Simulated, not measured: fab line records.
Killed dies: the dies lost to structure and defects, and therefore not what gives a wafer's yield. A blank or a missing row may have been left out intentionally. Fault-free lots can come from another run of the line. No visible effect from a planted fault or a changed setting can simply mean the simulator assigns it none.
Matching of chambers ; flow nand harc ; NHARC_P_CONTACT_DEP_30 on pecvd-01 has 3 sister chambers
The step deposits SiNx, target thk 30 nm. 6 wafers are shown with their chamber, then 8 later ones without.

== WAFERS PAIRED WITH THEIR CHAMBERS ==
wafer;chamber;heater power w (W)
L971.4;1;624
L975.4;0;595
L974.2;2;925
L974.3;1;703
L974.4;0;638
L977.1;2;893

== WAFERS WHOSE CHAMBER IS MISSING ==
wafer;heater power w (W)
L977.5;908
L977.6;644
L978.4;646
L978.5;715
L978.6;881
L981.1;940
L981.4;657
L981.5;553

== WHICH CHAMBER EACH ONE RAN IN ==
wafer;from the rows above;in truth
L977.5;2;2
L977.6;can't be placed: 1 or 0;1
L978.4;can't be placed: 1 or 0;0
L978.5;can't be placed: 1 or 0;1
L978.6;2;2
L981.1;2;2
L981.4;can't be placed: 1 or 0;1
L981.5;can't be placed: 0 or 1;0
Placed correctly: 3 of 8. These rows do not allow placing 5 (true chamber among the candidates in 5). Wrongly placed: 0.
How it was worked out, from the rows above alone: a wafer's distance from a chamber is the root of the sum, over the readings, of the square of ((its reading less the chamber's mean) divided by the reading's scatter). If the next closest chamber is less than 2 further off than the closest, the wafer can't be placed; otherwise it belongs to the closest. A chamber's mean is the mean of its shown wafers. The scatter is the square root of a quotient: the sum, over the shown wafers, of each reading's squared deviation from its chamber's mean, divided by wafers minus chambers.
